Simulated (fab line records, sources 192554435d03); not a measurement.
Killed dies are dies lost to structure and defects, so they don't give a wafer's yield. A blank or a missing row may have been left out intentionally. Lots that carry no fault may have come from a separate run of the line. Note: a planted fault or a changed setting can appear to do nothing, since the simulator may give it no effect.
fab line records ; flow n5Finfet
record: lots: 7; wafers: 39
route steps=1938 shown WELL_APT@32 FIN_SAQP@143 FIN_CUT@173 DUMMY_GATE@228 HKMG_FIN@449 MOL_CONTACT_COAG@609 BEOL_M4@1111
startH: hours from the record's first day to the start of the lot's first wafer shown ; waitH: hours since the lot's step before ; " identical to the entry in the row above ; L1.1+2: one row covering several wafers at once ; - either no value or no given start ; * or withheld: withheld ; < > ~ a bound
route shown NAME@n: names a module that has steps shown in the file, with the first one's number in the route ; usual: mean/standard deviation taken from wafers without a fault ; same: alike in all rows ; chamber/n: place in a boat ; sites: readings site by site ; _std_site: standard deviation across them ; _edge_site: mean of outer sites minus mean of inner sites ; radiusMm: how far each site lies from the wafer's centre ; mask NAME#n: copy n ; behind: the most recent tool/chamber to have shaped the wafer ; hold: why the lot was held/for how many hours/how that ended ; device: the transistor (n, p or np) that didn't switch ; end of line: the tests these same wafers got at the end of their route ; a step without rows: its recipe alone ; killed: the dies lost at the first sort to structure and to defects; this is not the yield of the wafer ; map: a wafer's dies, marking killed ones x, the rest . and places with no die _
set.NAME: the run value of the setting; set.NAME@STEP: its run value at that earlier step ; model.NAME: the simulator's own value behind a step, which no gauge read
lots run with intentionally changed settings; tables by step, rows by wafer
== steps ==
step: N5_WELL_APT_IMPLANT_14
recipe: species: P; energyKev: 160; doseCm2: 1.5e+13; tiltDeg: 0; rotationDeg: 0
step: N5_WELL_APT_EXPOSE_22
recipe: maskId: PWELL; na: 0.8; sourceShape: conventional; sigmaOuter: 0.8; polarization: unpolarized; defocusNm: 0; targetCdNm: 200; doseMj: 23.2
step: N5_FIN_SAQP_ETCH_34
recipe: chemistry: C4F6/O2; target: SiO2; targetDepthA: 450; timeS: 15; ionEnergyEv: 250; pressureMtorr: 30; sourceW: 345; biasW: 185; Ar_flow_sccm: 300; C4F6_flow_sccm: 10; O2_flow_sccm: 10; ends: cleared
step: N5_FIN_CUT_CUT_ETCH_26
recipe: chemistry: CH3F/O2; target: SiNx; targetDepthA: 390; maskMaterial: SOC; timeS: 55.7; pressureMtorr: 30; sourceW: 395; biasW: 73; Ar_flow_sccm: 150; CH3F_flow_sccm: 30; O2_flow_sccm: 20; ionEnergyEv: 120
step: N5_DUMMY_GATE_EXPOSE_12
recipe: maskId: GATE; na: 0.33; sourceShape: annular; sigmaInner: 0.2; sigmaOuter: 0.6; polarization: unpolarized; targetCdNm: 25; doseMj: 34
step: N5_HKMG_FIN_ALD_71
recipe: material: TiN; targetThkA: 10; tempC: 400; aldPrecursorFamily: TiCl4; aldCoReactant: NH3; pulseTimeS: 1; purgeTimeS: 3; coReactantPurgeTimeS: 2; coReactantPulseTimeS: 2; aldCycles: 47; pressureTorr: 3
step: N5_MOL_CONTACT_COAG_ETCHBACK_134
recipe: chemistry: CHF3; target: SiO2; targetDepthA: 100; timeS: 6.7; ionEnergyEv: 200; pressureMtorr: 30; sourceW: 610; biasW: 170; Ar_flow_sccm: 200; CHF3_flow_sccm: 50
step: N5_BEOL_M4_RC_MEAS_101
usual: DIBL_N: 36.5/1.2; DIBL_P: 36.5/1.6; IOFF_P: 0.221/0.03; IOFF_P_LIN: 0.104/0.012; RS_NWELL: 1036/6.6
lot.wafer;tool;chamber;startH;waitH;set.doseCm2@WELL_APT_IMPLANT_14;set.doseMj@WELL_APT_EXPOSE_22;set.sourceW@FIN_SAQP_ETCH_34;set.sourceW@FIN_CUT_CUT_ETCH_26;set.doseMj@DUMMY_GATE_EXPOSE_12;set.tempC@HKMG_FIN_ALD_71;set.targetDepthA@MOL_CONTACT_COAG_ETCHBACK_134;DIBL_N[mV/V];DIBL_P[mV/V];IOFF_P[nA/um];IOFF_P_LIN[nA/um];RS_NWELL[ohm/sq]
L077.1;prober-02;0;235.17;0.0;1.74e+13;23.2;313.9;395;34;400;100;34.9;33.9;0.212;0.104;948
L077.2;prober-02;0;235.17;0.0;1.5e+13;24.74;345;463.4;34;400;91.08;35.4;32.9;0.198;0.099;1041
L077.3;prober-02;0;235.17;0.0;1.74e+13;23.2;345;463.4;34;400;100;35.4;33.4;0.216;0.105;956
L077.4;prober-02;0;235.17;0.0;1.5e+13;23.2;345;395;34;400;91.08;37.0;35.5;0.242;0.115;1035
L077.5;prober-02;0;235.17;0.0;1.74e+13;24.74;313.9;463.4;34;400;91.08;36.6;34.2;0.216;0.105;956
L077.6;prober-02;0;235.17;0.0;1.5e+13;24.74;313.9;395;34;400;100;35.8;34.2;0.224;0.108;1036
L078.1;prober-02;0;241.66;0.0;1.5e+13;23.2;363.5;395;32.83;400;91.83;34.5;36.4;0.203;0.099;1030
L078.2;prober-02;0;241.66;0.0;1.626e+13;23.2;363.5;395;34;400;91.83;36.1;37.7;0.213;0.102;989
L078.3;prober-02;0;241.66;0.0;1.5e+13;23.2;345;395;34;400;100;37.0;39.9;0.253;0.114;1024
L078.4;prober-02;0;241.66;0.0;1.626e+13;23.2;363.5;395;32.83;400;100;34.2;35.6;0.182;0.091;990
L078.5;prober-02;0;241.66;0.0;1.5e+13;23.2;345;395;34;400;91.83;36.9;39.0;0.232;0.108;1035
L078.6;prober-02;0;241.66;0.0;1.626e+13;23.2;345;395;32.83;400;100;35.5;37.1;0.213;0.102;992
L086.1;prober-02;0;290.03;0.0;1.648e+13;22.46;345;395;36.55;382.7;100;41.5;41.5;0.350;0.145;986
L086.2;prober-02;0;290.03;0.0;1.648e+13;22.46;345;395;34;382.7;86.67;35.9;34.8;0.225;0.106;988
L086.3;prober-02;0;290.03;0.0;1.5e+13;22.46;345;395;36.55;400;86.67;41.9;42.6;0.381;0.153;1036
L086.4;prober-02;0;290.03;0.0;1.648e+13;23.2;345;395;34;400;100;38.3;38.0;0.271;0.122;996
L086.5;prober-02;0;290.03;0.0;1.5e+13;23.2;345;395;34;382.7;86.67;37.1;36.9;0.264;0.119;1038
L086.6;prober-02;0;290.03;0.0;1.5e+13;23.2;345;395;36.55;400;100;40.7;41.2;0.348;0.143;1029
L088.1;prober-02;0;290.96;0.2;1.5e+13;23.2;345;395;34;400;100;35.6;35.1;0.209;0.101;1030
L088.2;prober-02;0;290.96;0.2;1.5e+13;23.2;345;395;34;400;100;35.8;35.7;0.210;0.102;1041
L088.5;prober-02;0;290.96;0.2;1.5e+13;23.2;345;395;34;400;100;37.3;36.7;0.224;0.105;1036
L092.1;prober-01;0;323.73;0.0;1.5e+13;23.2;345;395;34;400;108.8;36.2;38.9;0.254;0.115;1040
L092.2;prober-01;0;323.73;0.0;1.64e+13;23.2;371.6;395;32.36;400;100;32.4;34.5;0.183;0.092;973
L092.3;prober-01;0;323.73;0.0;1.64e+13;23.2;345;415.3;34;400;100;37.6;41.0;0.292;0.128;984
L092.4;prober-01;0;323.73;0.0;1.64e+13;21.89;371.6;415.3;34;400;100;34.6;37.4;0.223;0.106;988
L092.5;prober-01;0;323.73;0.0;1.5e+13;21.89;345;415.3;32.36;400;108.8;31.7;32.8;0.170;0.088;1034
L092.6;prober-01;0;323.73;0.0;1.5e+13;21.89;371.6;395;32.36;400;108.8;31.4;33.2;0.165;0.087;1031
L096.1;prober-02;0;357.87;0.0;1.5e+13;21.54;345;458.3;34;392.5;100;36.5;36.1;0.268;0.128;1025
L096.2;prober-02;0;357.87;0.0;1.5e+13;23.2;345;395;32.14;392.5;100;31.6;29.7;0.172;0.094;1033
L096.3;prober-02;0;357.87;0.0;1.617e+13;21.54;378.6;395;32.14;392.5;109.8;31.0;30.0;0.175;0.097;989
L096.4;prober-02;0;357.87;0.0;1.5e+13;23.2;378.6;458.3;34;400;100;36.3;35.3;0.254;0.123;1036
L096.5;prober-02;0;357.87;0.0;1.617e+13;23.2;378.6;395;34;400;109.8;33.5;32.8;0.204;0.105;992
L096.6;prober-02;0;357.87;0.0;1.617e+13;21.54;345;458.3;32.14;400;109.8;32.8;31.3;0.199;0.104;985
L095.1;prober-02;0;361.53;0.0;1.5e+13;23.2;370.8;366.1;31.71;400;100;33.4;32.1;0.150;0.079;1046
L095.2;prober-02;0;361.53;0.0;1.398e+13;23.2;370.8;366.1;31.71;400;106.3;32.9;31.4;0.145;0.077;1081
L095.3;prober-02;0;361.53;0.0;1.398e+13;23.2;345;366.1;34;400;106.3;35.3;34.2;0.175;0.088;1081
L095.4;prober-02;0;361.53;0.0;1.5e+13;23.2;370.8;395;34;400;100;35.6;34.3;0.176;0.088;1039
L095.5;prober-02;0;361.53;0.0;1.5e+13;23.2;345;395;34;400;106.3;36.8;36.3;0.200;0.096;1034
L095.6;prober-02;0;361.53;0.0;1.398e+13;23.2;345;395;31.71;400;100;32.6;31.6;0.150;0.079;1080
== key ==
split: step: N5_WELL_APT_IMPLANT_14; setting: doseCm2; statedAs: 1.5e+13
response: step: N5_BEOL_M4_RC_MEAS_101; reading: RS_NWELL; slope: -5.22; per: 1%; togetherWith: all; explained: 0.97
split: step: N5_WELL_APT_EXPOSE_22; setting: doseMj; statedAs: 23.2
response none clear
split: step: N5_FIN_SAQP_ETCH_34; setting: sourceW; statedAs: 345
response none clear
split: step: N5_FIN_CUT_CUT_ETCH_26; setting: sourceW; statedAs: 395
response none clear
split: step: N5_DUMMY_GATE_EXPOSE_12; setting: doseMj; statedAs: 34
response: step: N5_BEOL_M4_RC_MEAS_101; reading: DIBL_N; slope: +0.559; per: 1%; togetherWith: all; explained: 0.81
response: step: N5_BEOL_M4_RC_MEAS_101; reading: DIBL_P; slope: +0.685; per: 1%; togetherWith: all; explained: 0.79
response: step: N5_BEOL_M4_RC_MEAS_101; reading: IOFF_P; slope: +0.0106; per: 1%; togetherWith: all; explained: 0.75
response: step: N5_BEOL_M4_RC_MEAS_101; reading: IOFF_P_LIN; slope: +0.00336; per: 1%; togetherWith: all; explained: 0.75
split: step: N5_HKMG_FIN_ALD_71; setting: tempC; statedAs: 400
response none clear
split: step: N5_MOL_CONTACT_COAG_ETCHBACK_134; setting: targetDepthA; statedAs: 100
response none clear
